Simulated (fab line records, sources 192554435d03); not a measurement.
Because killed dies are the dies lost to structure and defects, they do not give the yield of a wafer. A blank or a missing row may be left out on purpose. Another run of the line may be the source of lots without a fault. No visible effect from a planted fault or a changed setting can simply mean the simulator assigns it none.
Which tool is to blame? | flow n5-finfet | Sampling: 21 lots, 63 wafers, 6 of 1938 route steps

WHAT THE GAUGES SHOWED, per wafer
Not one reading of a measure or inspect step in the record can be checked against a usual standard deviation.

WHAT TOOL EACH LOT RAN ON (gives the tool, then ch and the chambers of the sampled wafers, and finally the start)
lot  | N5_PMOS_HMC_CHANNEL_EPI_DESCUM_14 | N5_FIN_SAQP_DENSIFY_62          | N5_FIN_SAQP_HM_OPEN_73            | N5_FIN_SAQP_SPACER1_ALD_24       | N5_FIN_SAQP_SPACER2_ETCHBACK_29   | N5_FIN_SAQP_ETCH_64
L074 | rie-diel-03 ch 0,1,2, day 1 17:34 | rtp-anneal-02 ch 0, day 1 20:43 | rie-diel-05 ch 1,2,3, day 1 21:59 | ald-sin-01 ch 0,2, day 1 22:52   | rie-diel-04 ch 1,2,3, day 2 01:19 | rie-si-04 ch 0,1, day 2 01:49
L075 | rie-diel-06 ch 0,1,2, day 1 23:33 | rtp-anneal-01 ch 0, day 2 02:43 | rie-diel-02 ch 1,2, day 2 03:53   | ald-sin-04 ch 1,3, day 2 04:49   | rie-diel-04 ch 0,1,3, day 2 07:14 | rie-si-06 ch 0,1,3, day 2 07:45
L076 | rie-diel-01 ch 0,1, day 2 05:38   | rtp-anneal-02 ch 0, day 2 08:53 | rie-diel-04 ch 0,2,3, day 2 10:02 | ald-sin-04 ch 0,1,2, day 2 11:11 | rie-diel-02 ch 1,2, day 2 13:34   | rie-si-04 ch 0,1, day 2 14:11
L077 | rie-diel-01 ch 1,2,3, day 2 11:16 | rtp-anneal-02 ch 0, day 2 14:23 | rie-diel-02 ch 0,2, day 2 15:31   | ald-sin-04 ch 0,1,2, day 2 17:35 | rie-diel-04 ch 2,3, day 2 19:53   | rie-si-06 ch 1,2,3, day 2 20:23
L078 | rie-diel-03 ch 1,2,3, day 2 17:10 | rtp-anneal-02 ch 0, day 2 20:17 | rie-diel-05 ch 0,2,3, day 2 21:33 | ald-sin-04 ch 0,2, day 2 22:26   | rie-diel-05 ch 2,3, day 3 01:05   | rie-si-06 ch 0,2, day 3 01:40
L079 | rie-diel-03 ch 0,1,3, day 2 23:16 | rtp-anneal-02 ch 0, day 3 02:32 | rie-diel-05 ch 0,3, day 3 03:41   | ald-sin-02 ch 1,2,3, day 3 04:41 | rie-diel-02 ch 0,1, day 3 06:57   | rie-si-06 ch 1,2, day 3 07:28
L080 | rie-diel-03 ch 1,2, day 3 05:32   | rtp-anneal-01 ch 0, day 3 08:37 | rie-diel-05 ch 0,2,3, day 3 10:01 | ald-sin-02 ch 1,2,3, day 3 11:32 | rie-diel-05 ch 0,2, day 3 13:57   | rie-si-04 ch 0,2,3, day 3 14:28
L081 | rie-diel-01 ch 0,1,3, day 3 11:15 | rtp-anneal-02 ch 0, day 3 14:31 | rie-diel-04 ch 2,3, day 3 15:37   | ald-sin-02 ch 0,3, day 3 16:32   | rie-diel-04 ch 0,3, day 3 18:53   | rie-si-04 ch 1,3, day 3 19:23
L082 | rie-diel-06 ch 0,1,3, day 3 17:11 | rtp-anneal-02 ch 0, day 3 20:18 | rie-diel-05 ch 0,2, day 3 21:43   | ald-sin-02 ch 0,2,3, day 3 22:36 | rie-diel-02 ch 0,1,2, day 4 01:06 | rie-si-04 ch 0,1,3, day 4 01:37
L083 | rie-diel-03 ch 0,3, day 3 23:28   | rtp-anneal-01 ch 0, day 4 02:36 | rie-diel-05 ch 0,1,2, day 4 03:50 | ald-sin-02 ch 0,1,3, day 4 04:56 | rie-diel-02 ch 1,2, day 4 07:23   | rie-si-04 ch 0,2, day 4 07:54
L084 | rie-diel-01 ch 1,3, day 4 04:55   | rtp-anneal-02 ch 0, day 4 08:13 | rie-diel-05 ch 1,2, day 4 09:26   | ald-sin-02 ch 1,2,3, day 4 10:26 | rie-diel-04 ch 0,1,2, day 4 12:47 | rie-si-04 ch 0,1,3, day 4 13:18
L085 | rie-diel-01 ch 1,2, day 4 11:19   | rtp-anneal-01 ch 0, day 4 14:52 | rie-diel-05 ch 1,3, day 4 15:58   | ald-sin-04 ch 0,1, day 4 16:54   | rie-diel-05 ch 1,3, day 4 19:20   | rie-si-04 ch 0,1,3, day 4 19:51
L087 | rie-diel-06 ch 0,1, day 4 23:24   | rtp-anneal-01 ch 0, day 5 03:31 | rie-diel-04 ch 0,2,3, day 5 04:44 | ald-sin-02 ch 0,1,3, day 5 05:54 | rie-diel-02 ch 1,2, day 5 08:13   | rie-si-01 ch 1,2, day 5 08:44
L088 | rie-diel-06 ch 1,2,3, day 5 05:28 | rtp-anneal-01 ch 0, day 5 08:48 | rie-diel-02 ch 0,2,3, day 5 09:58 | ald-sin-04 ch 0,1,2, day 5 10:51 | rie-diel-05 ch 0,1,2, day 5 13:12 | rie-si-01 ch 0,1,3, day 5 13:43
L089 | rie-diel-06 ch 0,3, day 5 11:42   | rtp-anneal-02 ch 0, day 5 14:48 | rie-diel-04 ch 0,2, day 5 16:20   | ald-sin-01 ch 0,3, day 5 17:17   | rie-diel-05 ch 1,2, day 5 21:09   | rie-si-06 ch 1,2,3, day 5 21:46
L090 | rie-diel-06 ch 2,3, day 5 17:07   | rtp-anneal-01 ch 0, day 5 22:45 | rie-diel-02 ch 0,1, day 6 00:03   | ald-sin-01 ch 0,1, day 6 00:59   | rie-diel-05 ch 0,2,3, day 6 03:21 | rie-si-06 ch 0,2,3, day 6 03:52
L091 | rie-diel-03 ch 0,1,2, day 5 23:32 | rtp-anneal-02 ch 0, day 6 02:47 | rie-diel-05 ch 0,1,3, day 6 03:55 | ald-sin-04 ch 1,2, day 6 04:47   | rie-diel-02 ch 0,1,2, day 6 07:07 | rie-si-06 ch 1,2,3, day 6 07:37
L094 | rie-diel-01 ch 0,3, day 6 17:58   | rtp-anneal-01 ch 0, day 6 21:44 | rie-diel-02 ch 2,3, day 6 22:59   | ald-sin-04 ch 1,2, day 6 23:53   | rie-diel-02 ch 0,1,2, day 7 02:17 | rie-si-04 ch 1,2, day 7 02:52
L095 | rie-diel-06 ch 1,2,3, day 6 23:24 | rtp-anneal-01 ch 0, day 7 02:52 | rie-diel-02 ch 1,2,3, day 7 04:02 | ald-sin-04 ch 1,3, day 7 04:56   | rie-diel-04 ch 0,2,3, day 7 07:11 | rie-si-06 ch 0,1,3, day 7 07:46
L096 | rie-diel-03 ch 1,3, day 7 05:37   | rtp-anneal-02 ch 0, day 7 08:47 | rie-diel-02 ch 0,1,3, day 7 10:19 | ald-sin-02 ch 0,2,3, day 7 11:28 | rie-diel-05 ch 0,1,3, day 7 13:44 | rie-si-04 ch 0,3, day 7 14:14
L097 | rie-diel-01 ch 0,2,3, day 7 11:20 | rtp-anneal-02 ch 0, day 7 14:25 | rie-diel-04 ch 2,3, day 7 15:41   | ald-sin-04 ch 0,2,3, day 7 16:40 | rie-diel-04 ch 1,3, day 7 19:21   | rie-si-01 ch 1,2,3, day 7 19:53
- N5_PMOS_HMC_CHANNEL_EPI_DESCUM_14: chemistry O2, time 7.9 s.
- N5_FIN_SAQP_DENSIFY_62: time 60 s.
- N5_FIN_SAQP_HM_OPEN_73: chemistry CHF3/O2, target SiO2, stops on a-Si, target depth 12 nm, time 16.8 s.
- N5_FIN_SAQP_SPACER1_ALD_24: deposits SiO2, target thk 20.3 nm, pulse time 1 s, purge time 2 s.
- N5_FIN_SAQP_SPACER2_ETCHBACK_29: etches SiO2 in CHF3/O2, target depth 12.2 nm, time 6.1 s.
- N5_FIN_SAQP_ETCH_64: etches SiO2 in CF4, target depth 1.5 nm.

AS READ BY THE TOOLS THEMSELVES (means over the sampled wafers that have a number; for cases with no such wafer, the mark the record gives instead)
N5_PMOS_HMC_CHANNEL_EPI_DESCUM_14.
lot  | tool        | drypump-motor-current-A (A) | oes-product-au (a.u.) | rf-vpp-V (V) | showerhead-plenum-p-Torr (Torr) | throttle-valve-pct (%)
L074 | rie-diel-03 | 6.3                         | 0.69                  | 244.6        | 2.14                            | 20.48
L075 | rie-diel-06 | 5.4                         | 0.74                  | 242.5        | 2.05                            | 20.39
L076 | rie-diel-01 | 4.9                         | 0.77                  | 243.9        | 2.14                            | 20.40
L077 | rie-diel-01 | 5.6                         | 0.79                  | 242.5        | 2.10                            | 20.37
L078 | rie-diel-03 | 5.9                         | 0.70                  | 243.3        | 2.15                            | 20.61
L079 | rie-diel-03 | 5.9                         | 0.69                  | 244.1        | 2.17                            | 20.51
L080 | rie-diel-03 | 6.3                         | 0.69                  | 242.7        | 2.11                            | 20.61
L081 | rie-diel-01 | 5.3                         | 0.77                  | 242.4        | 2.10                            | 20.54
L082 | rie-diel-06 | 5.7                         | 0.79                  | 243.7        | 2.10                            | 20.40
L083 | rie-diel-03 | 5.8                         | 0.71                  | 244.4        | 2.19                            | 20.57
L084 | rie-diel-01 | 5.5                         | 0.75                  | 242.0        | 2.07                            | 20.53
L085 | rie-diel-01 | 5.6                         | 0.80                  | 244.2        | 2.12                            | 20.26
L087 | rie-diel-06 | 5.5                         | 0.75                  | 242.0        | 2.06                            | 20.47
L088 | rie-diel-06 | 5.3                         | 0.85                  | 243.4        | 2.12                            | 20.21
L089 | rie-diel-06 | 5.9                         | 0.81                  | 243.9        | 2.13                            | 20.37
L090 | rie-diel-06 | 5.5                         | 0.87                  | 243.8        | 2.15                            | 20.16
L091 | rie-diel-03 | 6.3                         | 0.78                  | 243.8        | 2.13                            | 20.41
L094 | rie-diel-01 | 5.4                         | 0.76                  | 243.1        | 2.07                            | 20.72
L095 | rie-diel-06 | 5.3                         | 0.82                  | 243.2        | 2.11                            | 20.23
L096 | rie-diel-03 | 5.5                         | 0.79                  | 243.8        | 2.17                            | 20.54
L097 | rie-diel-01 | 5.7                         | 0.77                  | 242.7        | 2.07                            | 20.57

N5_FIN_SAQP_DENSIFY_62.
lot  | tool          | lamp-power-pct (%) | lamp_zone_3_pct (%) | wafer_temp_C_max
L074 | rtp-anneal-02 | 9.83               | 9.848               | 703.3
L075 | rtp-anneal-01 | 9.83               | 9.845               | 702.9
L076 | rtp-anneal-02 | 9.90               | 9.848               | 703.0
L077 | rtp-anneal-02 | 9.85               | 9.852               | 703.4
L078 | rtp-anneal-02 | 9.87               | 9.845               | 703.6
L079 | rtp-anneal-02 | 9.84               | 9.854               | 703.8
L080 | rtp-anneal-01 | 9.83               | 9.854               | 703.6
L081 | rtp-anneal-02 | 9.80               | 9.864               | 703.6
L082 | rtp-anneal-02 | 9.80               | 9.863               | 703.5
L083 | rtp-anneal-01 | 9.88               | 9.851               | 703.2
L084 | rtp-anneal-02 | 9.89               | 9.851               | 703.2
L085 | rtp-anneal-01 | 9.84               | 9.844               | 704.2
L087 | rtp-anneal-01 | 9.91               | 9.851               | 704.7
L088 | rtp-anneal-01 | 9.84               | 9.841               | 703.5
L089 | rtp-anneal-02 | 9.85               | 9.839               | 703.8
L090 | rtp-anneal-01 | 9.91               | 9.858               | 703.2
L091 | rtp-anneal-02 | 9.84               | 9.839               | 703.8
L094 | rtp-anneal-01 | 9.81               | 9.840               | 703.4
L095 | rtp-anneal-01 | 9.86               | 9.850               | 702.9
L096 | rtp-anneal-02 | 9.82               | 9.843               | 703.1
L097 | rtp-anneal-02 | 9.78               | 9.841               | 703.0

N5_FIN_SAQP_HM_OPEN_73.
lot  | tool        | drypump-motor-current-A (A) | oes_o_777_au (a.u.) | oes-product-au (a.u.) | rf-vpp-V (V) | showerhead-plenum-p-Torr (Torr) | throttle-valve-pct (%)
L074 | rie-diel-05 | 5.8                         | 0.71                | 0.42                  | 520          | 2.38                            | 19.06
L075 | rie-diel-02 | 5.9                         | 0.93                | 0.55                  | 514          | 2.51                            | 18.49
L076 | rie-diel-04 | 5.8                         | 0.72                | 0.44                  | 532          | 2.42                            | 18.72
L077 | rie-diel-02 | 6.1                         | 0.85                | 0.51                  | 519          | 2.47                            | 18.54
L078 | rie-diel-05 | 5.9                         | 0.70                | 0.42                  | 517          | 2.38                            | 19.04
L079 | rie-diel-05 | 5.4                         | 0.68                | 0.40                  | 518          | 2.31                            | 19.03
L080 | rie-diel-05 | 5.9                         | 0.69                | 0.42                  | 518          | 2.38                            | 19.06
L081 | rie-diel-04 | 6.2                         | 0.75                | 0.44                  | 527          | 2.45                            | 18.77
L082 | rie-diel-05 | 6.3                         | 0.71                | 0.42                  | 517          | 2.45                            | 19.08
L083 | rie-diel-05 | 6.0                         | 0.78                | 0.46                  | 519          | 2.41                            | 18.93
L084 | rie-diel-05 | 6.2                         | 0.79                | 0.47                  | 518          | 2.45                            | 19.01
L085 | rie-diel-05 | 5.3                         | 0.95                | 0.57                  | 527          | 2.50                            | 18.67
L087 | rie-diel-04 | 5.8                         | 0.70                | 0.42                  | 532          | 2.41                            | 18.75
L088 | rie-diel-02 | 5.9                         | 0.77                | 0.46                  | 531          | 2.44                            | 18.67
L089 | rie-diel-04 | 5.6                         | 0.68                | 0.42                  | 533          | 2.38                            | 18.82
L090 | rie-diel-02 | 5.6                         | 0.79                | 0.48                  | 535          | 2.35                            | 18.70
L091 | rie-diel-05 | 5.5                         | 0.92                | 0.55                  | 523          | 2.42                            | 18.66
L094 | rie-diel-02 | 5.8                         | 0.90                | 0.54                  | 532          | 2.48                            | 18.45
L095 | rie-diel-02 | 5.7                         | 0.88                | 0.53                  | 525          | 2.47                            | 18.52
L096 | rie-diel-02 | 5.6                         | 0.84                | 0.52                  | 536          | 2.40                            | 18.60
L097 | rie-diel-04 | 6.0                         | 0.71                | 0.42                  | 526          | 2.40                            | 18.91

N5_FIN_SAQP_SPACER1_ALD_24.
lot  | tool       | chamber-pressure-Torr (Torr) | heater-power-w (W) | precursor-pulse-height-rel
L074 | ald-sin-01 | 2.002                        | 459                | 1.012
L075 | ald-sin-04 | 1.999                        | 450                | 1.009
L076 | ald-sin-04 | 2.002                        | 410                | 1.018
L077 | ald-sin-04 | 1.996                        | 410                | 0.988
L078 | ald-sin-04 | 2.002                        | 385                | 0.999
L079 | ald-sin-02 | 1.999                        | 425                | 1.005
L080 | ald-sin-02 | 1.996                        | 434                | 0.992
L081 | ald-sin-02 | 1.994                        | 428                | 1.010
L082 | ald-sin-02 | 2.002                        | 436                | 0.993
L083 | ald-sin-02 | 2.002                        | 424                | 0.999
L084 | ald-sin-02 | 2.000                        | 424                | 0.986
L085 | ald-sin-04 | 2.004                        | 398                | 1.005
L087 | ald-sin-02 | 1.997                        | 418                | 1.013
L088 | ald-sin-04 | 2.001                        | 413                | 0.998
L089 | ald-sin-01 | 2.002                        | 468                | 0.998
L090 | ald-sin-01 | 2.002                        | 418                | 1.014
L091 | ald-sin-04 | 1.996                        | 440                | 1.002
L094 | ald-sin-04 | 2.000                        | 445                | 1.004
L095 | ald-sin-04 | 2.000                        | 460                | 1.008
L096 | ald-sin-02 | 1.996                        | 424                | 0.990
L097 | ald-sin-04 | 2.001                        | 413                | 0.993

N5_FIN_SAQP_SPACER2_ETCHBACK_29.
lot  | tool        | drypump-motor-current-A (A) | oes_o_777_au (a.u.) | oes-product-au (a.u.) | rf-vpp-V (V) | showerhead-plenum-p-Torr (Torr) | throttle-valve-pct (%)
L074 | rie-diel-04 | 5.9                         | 0.73                | 0.73                  | 528          | 2.45                            | 18.90
L075 | rie-diel-04 | 5.7                         | 0.71                | 0.72                  | 535          | 2.44                            | 18.80
L076 | rie-diel-02 | 5.9                         | 0.92                | 0.90                  | 514          | 2.51                            | 18.56
L077 | rie-diel-04 | 6.3                         | 0.75                | 0.75                  | 527          | 2.45                            | 18.84
L078 | rie-diel-05 | 5.6                         | 0.69                | 0.68                  | 517          | 2.35                            | 19.15
L079 | rie-diel-02 | 5.5                         | 0.87                | 0.88                  | 530          | 2.40                            | 18.69
L080 | rie-diel-05 | 6.1                         | 0.70                | 0.70                  | 518          | 2.41                            | 19.11
L081 | rie-diel-04 | 5.6                         | 0.69                | 0.71                  | 538          | 2.41                            | 18.70
L082 | rie-diel-02 | 5.7                         | 0.85                | 0.86                  | 524          | 2.43                            | 18.66
L083 | rie-diel-02 | 5.6                         | 0.90                | 0.89                  | 517          | 2.48                            | 18.63
L084 | rie-diel-04 | 5.4                         | 0.77                | 0.79                  | 534          | 2.41                            | 18.76
L085 | rie-diel-05 | 5.5                         | 0.93                | 0.94                  | 525          | 2.43                            | 18.78
L087 | rie-diel-02 | 5.9                         | 0.87                | 0.86                  | 514          | 2.50                            | 18.61
L088 | rie-diel-05 | 6.0                         | 0.86                | 0.86                  | 519          | 2.40                            | 18.90
L089 | rie-diel-05 | 5.9                         | 0.84                | 0.83                  | 521          | 2.40                            | 18.95
L090 | rie-diel-05 | 5.8                         | 0.86                | 0.86                  | 521          | 2.47                            | 18.87
L091 | rie-diel-02 | 5.7                         | 0.83                | 0.82                  | 524          | 2.43                            | 18.69
L094 | rie-diel-02 | 5.7                         | 0.82                | 0.82                  | 525          | 2.42                            | 18.72
L095 | rie-diel-04 | 5.8                         | 0.69                | 0.70                  | 532          | 2.41                            | 18.86
L096 | rie-diel-05 | 5.5                         | 0.90                | 0.89                  | 523          | 2.42                            | 18.76
L097 | rie-diel-04 | 6.1                         | 0.78                | 0.79                  | 527          | 2.46                            | 18.78

N5_FIN_SAQP_ETCH_64.
lot  | tool      | drypump-motor-current-A (A) | oes-product-au (a.u.) | throttle-valve-pct (%)
L074 | rie-si-04 | 6.0                         | 0.992                 | 21.52
L075 | rie-si-06 | 5.6                         | 0.990                 | 21.68
L076 | rie-si-04 | 6.0                         | 0.981                 | 21.51
L077 | rie-si-06 | 5.4                         | 0.998                 | 21.78
L078 | rie-si-06 | 5.5                         | 0.978                 | 21.59
L079 | rie-si-06 | 5.3                         | 0.987                 | 21.85
L080 | rie-si-04 | 5.3                         | 0.995                 | 21.66
L081 | rie-si-04 | 5.5                         | 0.978                 | 21.47
L082 | rie-si-04 | 5.6                         | 0.981                 | 21.59
L083 | rie-si-04 | 5.4                         | 1.002                 | 21.78
L084 | rie-si-04 | 5.6                         | 0.984                 | 21.59
L085 | rie-si-04 | 5.5                         | 0.982                 | 21.60
L087 | rie-si-01 | 5.6                         | 1.025                 | 21.59
L088 | rie-si-01 | 5.6                         | 0.999                 | 21.72
L089 | rie-si-06 | 5.5                         | 0.993                 | 21.79
L090 | rie-si-06 | 5.6                         | 1.001                 | 21.64
L091 | rie-si-06 | 5.5                         | 1.006                 | 21.79
L094 | rie-si-04 | 6.1                         | 0.982                 | 21.40
L095 | rie-si-06 | 5.7                         | 0.993                 | 21.67
L096 | rie-si-04 | 5.2                         | 0.999                 | 21.78
L097 | rie-si-01 | 5.7                         | 1.010                 | 21.62

THE ANSWER, worked out from the rows above alone
Rule: the usual values come from the lots themselves. Put in order of their means at a reading, lots are off if they are a third of the lots or fewer, leave a main group of 4 or more, and stand apart from it by a gap of 3 or more times the standard deviation of the main group's means; of several such gaps the widest counts. If all means in a main group match to the digits the tables above print for the reading, that group is not used. Also off: a lot with no number at a reading for which 4 or more lots have one. Any other lot the step has rows for is counted as sound. After the gauges, taken in route order, come the tools' own readings; for these a lot's mean is taken, as printed above. The first step at which some lot is off is used, and at that step the reading that is off furthest; a lot without a number counts as furthest.
None of the lots is off at any reading shown; this tells nothing.

WHAT THE SIMULATOR HAD INSERTED
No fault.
